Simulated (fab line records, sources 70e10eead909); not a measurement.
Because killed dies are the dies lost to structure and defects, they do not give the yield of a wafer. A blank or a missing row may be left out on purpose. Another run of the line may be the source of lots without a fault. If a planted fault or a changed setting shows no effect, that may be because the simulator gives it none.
Matching of chambers    flow nandHarc    4 sister chambers for NHARC_A_M1_CMP_23 on cmp-01
The step polishes, t overpolish 20 s, target thk 154.34 nm. 4 wafers are shown with their chamber, then 7 later ones without.

## WAFERS WITH THEIR CHAMBER
wafer   chamber  motorCurrentA (A)
L897.1  2        10.6
L897.6  0        9.8
L898.1  3        11.3
L898.4  1        13.3

## WAFERS MISSING THEIR CHAMBER
wafer   motorCurrentA (A)
L898.6  13.3
L902.2  9.9
L902.3  13.3
L902.5  9.8
L907.1  9.7
L907.4  10.4
L907.5  13.2

## CHAMBER TAKEN BY EACH
wafer   from the rows above  in truth
L898.6  1                    1
L902.2  0                    0
L902.3  1                    1
L902.5  0                    0
L907.1  0                    0
L907.4  2                    2
L907.5  1                    1
Placed correctly: 7 of 7. Number that these rows cannot place: 0. 0 placed wrongly.
How it was worked out, from the rows above alone: a wafer's distance from a chamber is the root of the sum, over the readings, of the square of ((its reading less the chamber's mean) divided by the reading's scatter). If the next closest chamber is less than 2 further off than the closest, the wafer can't be placed; otherwise it belongs to the closest. A chamber's mean is the mean of its shown wafers. The scatter: with one shown wafer a chamber, the root of the mean of the squares of how far each hidden wafer lies from its nearest shown one.
